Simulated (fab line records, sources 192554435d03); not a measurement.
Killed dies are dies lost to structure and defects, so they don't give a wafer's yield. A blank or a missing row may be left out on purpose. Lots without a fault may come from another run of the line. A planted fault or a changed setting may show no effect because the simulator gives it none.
fab line records | flow n5_finfet
record lots=5 wafers=15 last_day=17
route steps=1938 shown BEOL_M10@1514 PASSIVATION@1936
lots that met no fault: from a run of the same line without faults
start_h: hours from the record's first day to the start of the lot's first wafer shown | wait_h: hours since the lot's step before | " the same as in the row above | L1.1+2: a row that stands for several wafers | - no value, or no start given | * or withheld: withheld | < > ~ a bound
route shown NAME@n: a module of which the file shows steps, and the number in the route of the first | usual: mean/standard deviation of fault-free wafers | same: alike in all rows | chamber/n: place in a boat | sites: the reading at each site | _std_site: their standard deviation | _edge_site: outer sites' mean less inner sites' | radius_mm: how far each site lies from the wafer's centre | mask NAME#n: copy n | behind: the tool/chamber that last shaped the wafer | hold: why the lot was held/for how many hours/how that ended | device: the transistor (n, p or np) that didn't switch | end of line: the same wafers' tests at the end of the route | a step without rows: its recipe alone | killed: dies lost to structure and defects at the first sort, not the wafer's yield | map: a wafer's dies, x killed, . not, _ none there
set.NAME: the setting as run; set.NAME@STEP: as run at that earlier step | model.NAME: the simulator's own value behind a step, which no gauge read
lots at some steps of the route; a table a step, a row a wafer
services: from which hour (start_h, from the record's first day; less than 0 if before it) a tool's chamber was out of use, for how many hours, and why
## steps
# step N5_BEOL_M10_STRIP_77
# recipe chemistry=N2/H2 time_s=10 power_w=450 temp_c=40 pressure_mtorr=20 rf_frequency_hz=6e+07 bias_power_w=7 n2_flow_sccm=200 h2_flow_sccm=200
# step N5_BEOL_M10_OCD_MEAS_38
# usual trench_depth_nm=148.9/1.9
# columns lot.wafer tool chamber start_h wait_h trench_depth_nm
L789.2 ocd-02 - 245.11 - 149.5
L789.3 " - " " 146.4
L789.6 " - " " 149.4
L791.1 ocd-01 - 266.01 - 146.2
L791.4 " - " " 146.1
L791.5 " - " " 148.7
L802.3 ocd-02 - 328.88 - 149.0
L802.4 " - " " 150.4
L802.6 " - " " 147.3
L804.2 ocd-02 - 338.56 - 146.5
L804.3 " - " " 148.0
L804.6 " - " " 149.0
L805.1 ocd-02 - 358.04 - 146.7
L805.2 " - " " 144.2
L805.6 " - " " 146.9
# step N5_BEOL_M10_HM_STRIP_39
# recipe chemistry=peroxide_tin_strip material=TiN target_depth_a=250 temp_c=50 time_s=158
# step N5_BEOL_M10_SRD_40
# recipe time_s=30 temp_c=23 rinse_liquid=diw dry=ipa_marangoni
# step N5_BEOL_M10_PRECLEAN_42
# recipe chemistry=residue_remover time_s=60 temp_c=40
# step N5_BEOL_M10_SRD_43
# recipe time_s=30 temp_c=23 rinse_liquid=diw dry=ipa_marangoni
# step N5_BEOL_M10_CD_MEAS_35
# recipe target_cd_nm=70 polarity=opening
# usual cd_nm=70.2/0.52
# columns lot.wafer tool chamber start_h wait_h cd_nm
L789.2 cd_sem-02 - 245.28 0.0 69.9
L789.3 " - " " 69.9
L789.6 " - " " 70.1
L791.1 cd_sem-03 - 266.17 0.0 70.5
L791.4 " - " " 69.8
L791.5 " - " " 70.2
L802.3 cd_sem-02 - 329.03 0.0 70.0
L802.4 " - " " 70.9
L802.6 " - " " 69.9
L804.2 cd_sem-01 - 338.71 0.0 70.3
L804.3 " - " " 69.8
L804.6 " - " " 70.4
L805.1 cd_sem-01 - 358.20 0.0 70.2
L805.2 " - " " 69.8
L805.6 " - " " 69.8
# step N5_BEOL_M10_CURE_72
# recipe temp_c=370 time_s=120 ambient=DMADMS/He material=SiCOH_lowk
# usual lamp_power_pct=52.31/0.054 wafer_temp_C_max=371.5/0.51
# columns lot.wafer tool chamber start_h wait_h lamp_power_pct wafer_temp_C_max
L789.2 uv_cure-03 0 245.37 0.1 52.36 371.2
L789.3 " 0 " " 52.42 371.1
L789.6 " 0 " " 52.28 370.9
L791.1 uv_cure-02 0 266.38 0.2 52.35 371.7
L791.4 " 0 " " 52.44 371.5
L791.5 " 0 " " 52.31 371.3
L802.3 uv_cure-02 1 329.17 0.1 52.34 371.3
L802.4 " 1 " " 52.31 371.0
L802.6 " 1 " " 52.22 371.3
L804.2 uv_cure-01 2 338.81 0.1 52.24 371.1
L804.3 " 2 " " 52.40 371.4
L804.6 " 2 " " 52.26 371.4
L805.1 uv_cure-03 0 358.24 0.0 52.39 371.1
L805.2 " 0 " " 52.33 371.8
L805.6 " 0 " " 52.32 371.7
# step N5_BEOL_M10_DEGAS_44
# recipe ambient=vacuum temp_c=250 time_s=60
# step N5_BEOL_M10_PRE_CLEAN_45
# recipe gas=H2/He time_s=30 temp_c=250
# usual heater_power_w=327/31
# columns lot.wafer tool chamber start_h wait_h heater_power_w
L789.2 pvd_sputter-01 - 245.73 0.0 318
L789.3 " - " " 290
L789.6 " - " " 363
L791.1 pvd_sputter-01 - 266.85 0.0 287
L791.4 " - " " 370
L791.5 " - " " 322
L802.3 pvd_sputter-03 - 329.48 0.0 334
L802.4 " - " " 346
L802.6 " - " " 299
L804.2 pvd_sputter-03 - 339.59 0.0 300
L804.3 " - " " 320
L804.6 " - " " 349
L805.1 pvd_sputter-01 - 358.81 0.0 287
L805.2 " - " " 317
L805.6 " - " " 288
# step N5_BEOL_M10_ALD_74
# recipe material=TaN target_thk_a=20 temp_c=275 ald_precursor_family=PDMAT ald_co_reactant=NH3 pressure_torr=3 carrier_flow_sccm=1500 pulse_time_s=2 purge_time_s=3 co_reactant_purge_time_s=2 co_reactant_pulse_time_s=3 ald_cycles=40 precursor_vessel_temp_c=75 precursor_vessel_pressure_torr=26.25 precursor_vessel_carrier_sccm=1000
# step N5_BEOL_M10_SURFACE_TREAT_76
# recipe gas=Ar time_s=* ion_energy_ev=* ion_current_ma_cm2=0.5 pressure_mtorr=* ar_flow_sccm=30
# usual pressure_mtorr=* throttle_valve_pct=*
# columns lot.wafer tool chamber start_h wait_h pressure_mtorr throttle_valve_pct
L789.2 pvd_sputter-01 - 246.13 0.2 * *
L789.3 " - " " * *
L789.6 " - " " * *
L791.1 pvd_sputter-01 - 267.21 0.2 * *
L791.4 " - " " * *
L791.5 " - " " * *
L802.3 pvd_sputter-03 - 329.86 0.2 * *
L802.4 " - " " * *
L802.6 " - " " * *
L804.2 pvd_sputter-01 - 339.97 0.2 * *
L804.3 " - " " * *
L804.6 " - " " * *
L805.1 pvd_sputter-03 - 359.19 0.2 * *
L805.2 " - " " * *
L805.6 " - " " * *
# step N5_BEOL_M10_CVD_75
# recipe material=Co target_thk_a=20 temp_c=withheld precursor=CCTBA/H2 pressure_torr=30 time_s=138.9
# columns lot.wafer tool chamber start_h wait_h
L789.2+3+6 cvd_co-02 1,2,1 246.42 0.3
L791.1+4+5 cvd_co-01 0,1,0 267.28 0.0
L802.3+4+6 cvd_co-01 2,1,0 329.92 0.0
L804.2+3+6 cvd_co-02 0,1,1 340.13 0.1
L805.1+2+6 cvd_co-01 0,1,2 359.27 0.1
L805.1+2+6 cvd_co-01 0,1,2 359.64 0.3
# step N5_BEOL_M10_SPUTTER_48
# recipe material=Cu target_thk_a=120 temp_c=-20 bias_v=60 power_w=26000 chamber_pressure_pa=0.13 time_s=2
# usual chamber_pressure_pa=0.13/0.00026 chuck_sensor_temp_C=-16.3/0.73 throttle_valve_pct=30.0/1.2
# columns lot.wafer tool chamber start_h wait_h chamber_pressure_pa chuck_sensor_temp_C throttle_valve_pct
L789.2 pvd_sputter-02 - 246.67 0.2 0.13015 -15.2 31.5
L789.3 " - " " 0.13017 -16.7 31.6
L789.6 " - " " 0.13023 -15.7 29.5
L791.1 pvd_sputter-01 - 267.48 0.2 0.12966 -17.3 29.1
L791.4 " - " " 0.12963 -17.1 27.6
L791.5 " - " " 0.12968 -17.3 29.2
L802.3 pvd_sputter-02 - 330.03 0.1 0.12961 -15.4 29.2
L802.4 " - " " 0.12999 -16.7 31.8
L802.6 " - " " 0.12988 -15.4 31.2
L804.2 pvd_sputter-01 - 340.29 0.1 0.12963 -16.4 30.0
L804.3 " - " " 0.12997 -17.2 28.9
L804.6 " - " " 0.13006 -16.8 31.1
L805.1 pvd_sputter-01 - 359.81 0.1 0.12985 -16.6 30.5
L805.2 " - " " 0.12995 -17.6 29.2
L805.6 " - " " 0.13023 -17.3 28.8
# step N5_BEOL_M10_ECD_50
# recipe material=Cu target_thk_a=3180
# step N5_BEOL_M10_ANNEAL_51
# recipe temp_c=225 time_s=90 ambient=N2
# usual anneal_temp_c=225.01/0.16 wafer_temp_C_max=226.4/0.41
# columns lot.wafer tool chamber start_h wait_h anneal_temp_c wafer_temp_C_max
L789.2 rtp_anneal-02 0 246.94 0.1 224.92 226.5
L789.3 " 0 " " 224.86 226.8
L789.6 " 0 " " 225.10 227.1
L791.1 rtp_anneal-02 0 268.51 0.9 224.96 226.4
L791.4 " 0 " " 224.96 226.3
L791.5 " 0 " " 224.86 226.8
L802.3 rtp_anneal-01 0 332.20 2.0 225.24 226.2
L802.4 " 0 " " 225.12 225.7
L802.6 " 0 " " 224.97 226.0
L804.2 rtp_anneal-01 0 340.56 0.1 225.08 225.9
L804.3 " 0 " " 225.05 225.8
L804.6 " 0 " " 225.13 226.3
L805.1 rtp_anneal-01 0 360.04 0.1 225.10 225.7
L805.2 " 0 " " 224.85 225.7
L805.6 " 0 " " 225.23 226.0
# step N5_BEOL_M10_CMP_52
# recipe stop_on=SiCOH_lowk t_overpolish_s=7 down_force_psi=1 platen_rpm=50 clearing_platen_down_force_psi=1.5 clearing_platen_rpm=50 post_cmp_clean=cu_alkaline target_thk_nm=140 clearing_platen_pad_velocity_m_s=0.99484 pad_velocity_m_s=0.99484
# usual barrier_field_endpoint_s=29.1/0.64 motor_current_A=6.1/0.48 overpolish_run_s=7.000/0.0083 platen_rpm=50.00/0.032 slurry_flow_ml_min=149.9/0.47 time_to_endpoint_s=65.7/2.6
# columns lot.wafer tool chamber start_h wait_h barrier_field_endpoint_s motor_current_A overpolish_run_s platen_rpm slurry_flow_ml_min time_to_endpoint_s
L789.3 cmp-04 0 247.27 0.2 30.1 6.0 7.001 50.00 149.2 72.8
L789.2 " 1 " " 30.2 5.9 7.005 50.06 149.6 71.3
L789.6 " 3 " " 30.8 6.0 7.015 50.07 150.6 68.4
L791.4 cmp-04 2 268.85 0.2 28.3 7.1 6.981 49.97 149.6 63.2
L791.1 " 0 " " 29.0 6.3 6.999 50.02 149.7 66.8
L791.5 " 2 " " 28.9 6.7 7.003 50.04 150.1 62.2
L802.4 cmp-04 0 332.45 0.2 30.9 6.1 7.013 49.99 150.4 71.2
L802.3 " 1 " " 29.9 6.3 6.999 50.03 150.0 70.6
L802.6 " 3 " " 29.8 5.8 6.996 50.03 149.5 68.8
L804.2 cmp-03 3 340.82 0.2 28.0 6.0 7.001 50.02 149.5 63.4
L804.3 " 2 " " 28.8 6.3 6.998 50.03 150.2 66.4
L804.6 " 3 " " 28.4 5.8 7.006 50.06 149.8 62.1
L805.2 cmp-03 3 360.38 0.2 31.9 5.8 6.998 50.03 150.0 68.6
L805.1 " 0 " " 30.5 6.5 6.993 50.06 149.3 69.1
L805.6 " 2 " " 32.7 6.4 6.997 50.03 150.3 70.7
# step N5_BEOL_M10_THK_MEAS_53
# recipe thk_meas_gauge=xrf reads=Cu_of_BEOL_M10_ECD_50
# usual M10_THK=138.7/2
# columns lot.wafer tool chamber start_h wait_h M10_THK[nm]
L789.2 film_metro-01 - 247.49 - 141.1
L789.3 " - " " 137.2
L789.6 " - " " 139.2
L791.1 film_metro-01 - 269.11 - 135.9
L791.4 " - " " 134.9
L791.5 " - " " 138.6
L802.3 film_metro-01 - 332.71 - 138.8
L802.4 " - " " 138.9
L802.6 " - " " 137.8
L804.2 film_metro-01 - 341.11 - 136.5
L804.3 " - " " 137.8
L804.6 " - " " 138.4
L805.1 film_metro-01 - 360.63 - 135.1
L805.2 " - " " 132.5
L805.6 " - " " 135.1
# step N5_PASSIVATION_PROBE_49
# usual defect_limited_yield=91.0/1.5 killed_at_M0_to_M3=37/12 killed_at_M4_up=13/5 killed_at_contacts=13/6.1 killed_at_front_end=39/11 killed_at_other=4/3.2 killed_dies=106/17 killed_open=69/12 killed_short=35/7.9 sort_bin_5_function=5.3/1 sort_bin_6_memory=3.3/0.68 sort_n_pass=1074/17 sort_yield_pct=91.0/1.5
# same gross_dies=1180 killed_at_back_side=0 sort_bin_4_leakage[%]=0 sort_bin_8_speed[%]=0
# columns lot.wafer tool chamber start_h wait_h defect_limited_yield[%] killed_at_M0_to_M3 killed_at_M4_up killed_at_contacts killed_at_front_end killed_at_other killed_dies killed_open killed_short sort_bin_5_function[%] sort_bin_6_memory[%] sort_n_pass sort_yield_pct[%]
L789.2 prober-02 - 292.16 0.1 90.9 52 11 6 33 5 107 69 35 5.5 3.5 1073 90.9
L789.3 prober-02 - 292.21 0.1 90.3 42 7 11 48 6 114 79 33 6.2 3.1 1066 90.3
L789.6 prober-02 - 292.36 0.3 91.8 42 7 11 35 2 97 65 29 5.1 2.8 1083 91.8
L791.1 prober-02 - 324.23 0.0 91.3 29 26 16 31 1 103 67 34 5.7 2.8 1077 91.3
L791.4 prober-02 - 324.38 0.2 92.7 25 9 11 38 3 86 54 32 4.2 2.3 1094 92.7
L791.5 prober-02 - 324.43 0.2 91.4 32 12 10 40 7 101 57 42 5.1 3.0 1079 91.4
L802.3 prober-02 - 384.17 0.1 92.8 32 15 13 22 3 85 63 21 5.1 1.9 1095 92.8
L802.6 prober-02 - 384.32 0.3 91.9 32 14 15 35 0 96 64 30 4.7 3.3 1084 91.9
L805.1 prober-02 - 409.46 0.0 89.9 48 5 5 58 3 119 67 48 5.9 3.7 1061 89.9
L805.2 prober-02 - 409.51 0.1 90.6 38 8 6 53 6 111 60 48 5.3 3.6 1069 90.6
L805.6 prober-02 - 409.71 0.3 92.1 35 17 5 28 8 93 57 36 4.1 3.4 1087 92.1
# killed by level:class
L789.2 BEOL_M0_SAQP:geometric_particle:open=15 BEOL_M0_SAQP:geometric_particle:short=12 STI_FIN_REVEAL:geometric_particle:open=9 FIN_SAQP:geometric_particle:open=8 BEOL_M2:geometric_particle:open=8 GATE_CUT:geometric_particle:short=5 MOL_CONTACT_COAG:geometric_particle:open=5 BEOL_M3:geometric_particle:open=5
L789.3 FIN_SAQP:geometric_particle:open=15 BEOL_M2:geometric_particle:open=12 STI_FIN_REVEAL:geometric_particle:open=9 MOL_CONTACT_COAG:geometric_particle:open=9 BEOL_M0_SAQP:geometric_particle:short=8 BEOL_M0_SAQP:geometric_particle:open=6 GATE_CUT:geometric_particle:open=5 BEOL_M1:geometric_particle:open=5
L789.6 BEOL_M2:geometric_particle:open=11 BEOL_M0_SAQP:geometric_particle:short=10 STI_FIN_REVEAL:geometric_particle:open=7 MOL_CONTACT_COAG:geometric_particle:open=7 FIN_SAQP:geometric_particle:open=6 BEOL_M3:geometric_particle:open=6 BEOL_M0_SAQP:geometric_particle:open=5 BEOL_M8:geometric_particle:open=5
L791.1 MOL_CONTACT_COAG:geometric_particle:open=15 FIN_SAQP:geometric_particle:short=10 FIN_SAQP:geometric_particle:open=8 BEOL_M5:geometric_particle:open=6 BEOL_M0_SAQP:geometric_particle:short=6 BEOL_M2:geometric_particle:open=6 BEOL_M3:geometric_particle:open=6 BEOL_M0_SAQP:geometric_particle:open=5
L791.4 STI_FIN_REVEAL:geometric_particle:open=9 DUMMY_GATE:geometric_particle:open=7 MOL_CONTACT_COAG:geometric_particle:open=6 BEOL_M0_SAQP:geometric_particle:short=6 STI_FIN_REVEAL:geometric_particle:short=5 GATE_CUT:geometric_particle:short=5 MOL_CONTACT_COAG:geometric_particle:short=5 BEOL_M3:geometric_particle:open=5
L791.5 FIN_SAQP:geometric_particle:short=13 BEOL_M2:geometric_particle:open=8 MOL_CONTACT_COAG:geometric_particle:open=8 BEOL_M3:geometric_particle:open=6 DUMMY_GATE:geometric_particle:short=5 STARTING-WAFER:geometric_particle:short=5 BEOL_M0_SAQP:geometric_particle:short=5 BEOL_M4:geometric_particle:open=5
L802.3 MOL_CONTACT_COAG:geometric_particle:open=11 BEOL_M0_SAQP:geometric_particle:open=7 BEOL_M0:geometric_particle:open=6 BEOL_M3:geometric_particle:open=6 FIN_SAQP:geometric_particle:open=5 BEOL_M0_SAQP:geometric_particle:short=4 BEOL_M2:geometric_particle:open=4 BEOL_M4:geometric_particle:open=4
L802.6 MOL_CONTACT_COAG:geometric_particle:open=11 GATE_CUT:geometric_particle:short=8 STI_FIN_REVEAL:geometric_particle:open=7 BEOL_M0_SAQP:geometric_particle:open=7 BEOL_M4:geometric_particle:open=7 BEOL_M0_SAQP:geometric_particle:short=6 BEOL_M3:geometric_particle:open=5 ILD0:geometric_particle:open=4
L805.1 BEOL_M0_SAQP:geometric_particle:short=12 BEOL_M2:geometric_particle:open=10 STI_FIN_REVEAL:geometric_particle:open=8 FIN_SAQP:geometric_particle:short=7 BEOL_M0_SAQP:geometric_particle:open=7 BEOL_M3:geometric_particle:open=6 GATE_CUT:geometric_particle:open=6 BEOL_M2:geometric_particle:short=6
L805.2 FIN_SAQP:geometric_particle:short=12 BEOL_M0_SAQP:geometric_particle:short=9 BEOL_M0_SAQP:geometric_particle:open=9 BEOL_M3:geometric_particle:open=8 STI_FIN_REVEAL:geometric_particle:open=6 DUMMY_GATE:geometric_particle:open=6 MOL_CONTACT_COAG:geometric_particle:open=6 BEOL_M1:geometric_particle:open=6
L805.6 BEOL_M4:geometric_particle:open=11 BEOL_M2:geometric_particle:open=10 FIN_SAQP:geometric_particle:short=7 BEOL_M0_SAQP:geometric_particle:short=7 MOL_CONTACT_COAG:geometric_particle:open=5 BEOL_M1:geometric_particle:short=4 BEOL_M1:geometric_particle:open=4 BEOL_M3:geometric_particle:open=4
## services
# columns tool chamber start_h hours kind
uv_cure-03 - 228.57 2.1 pm
cmp-04 - 255.24 0.7 repair
uv_cure-01 - 256.47 24.0 repair
uv_cure-03 - 273.72 7.6 repair
cvd_co-02 - 288.86 4.3 pm
uv_cure-03 - 294.73 0.2 repair
uv_cure-03 - 294.93 0.3 repair
cmp-03 - 297.74 5.6 repair
uv_cure-03 - 304.41 0.4 repair
cmp-04 - 306.38 0.4 repair
cmp-04 - 314.71 4.0 pm
cmp-04 - 318.71 - consumable_replace:conditioner
cmp-04 - 318.71 - consumable_replace:pad
rtp_anneal-01 - 326.99 4.0 pm
cvd_co-01 1 333.33 - clean
cvd_co-01 1 333.33 22.0 scheduled_down
cvd_co-01 1 333.33 22.0 vent_cycle
## key
first_sign step=N5_BEOL_M10_CVD_75 reading=visit direction=added
effect step=N5_BEOL_M10_CMP_52 reading=barrier_field_endpoint_s direction=up sigmas=4 usual=29.1 struck=31.7
effect step=N5_BEOL_M10_THK_MEAS_53 reading=M10_THK direction=down sigmas=2.2 usual=138.7 struck=134.2
met_at N5_BEOL_M10_CVD_75
struck_wafers L805.1,L805.2,L805.6
fault kind=repeated_step_whole tool=cvd_co-01,cvd_co-02 chamber=- onset_h=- steps=N5_BEOL_M10_CVD_75 times=1 scope=struck_lots_only
